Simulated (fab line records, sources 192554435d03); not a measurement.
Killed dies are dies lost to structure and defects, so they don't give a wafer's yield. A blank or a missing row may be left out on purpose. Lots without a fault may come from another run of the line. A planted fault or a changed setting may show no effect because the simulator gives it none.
Chamber matching | flow n5_finfet | N5_BEOL_M5_PRE_CLEAN_77 on cvd_co-01: 3 sister chambers
The step time 15 s. 6 wafers are shown with their chamber, then 6 later ones without.

WAFERS WITH THEIR CHAMBER
wafer  | chamber | heater_power_w (W)
L568.6 | 2       | 56
L569.2 | 1       | 126
L569.4 | 1       | 127
L575.1 | 0       | 134
L575.5 | 0       | 133
L575.6 | 2       | 53

WAFERS WITHOUT THEIR CHAMBER
wafer  | heater_power_w (W)
L578.1 | 53
L578.2 | 124
L578.5 | 121
L582.1 | 132
L582.2 | 125
L582.3 | 55

WHICH CHAMBER EACH WENT THROUGH
wafer  | from the rows above | in truth
L578.1 | 2                   | 2
L578.2 | 1                   | 1
L578.5 | 1                   | 1
L582.1 | 0                   | 0
L582.2 | 1                   | 1
L582.3 | 2                   | 2
Placed correctly: 6 of 6. Can't be placed from these rows: 0. Placed wrongly: 0.
How it was worked out, from the rows above alone: a wafer's distance from a chamber is the root of the sum, over the readings, of the square of ((its reading less the chamber's mean) divided by the reading's scatter). The wafer belongs to the nearest chamber; if the next one is less than 2 further off, it can't be placed. A chamber's mean is the mean of its shown wafers. The scatter: the root of (the sum of the squares of (reading less its chamber's mean) over the shown wafers, divided by (wafers less chambers)).
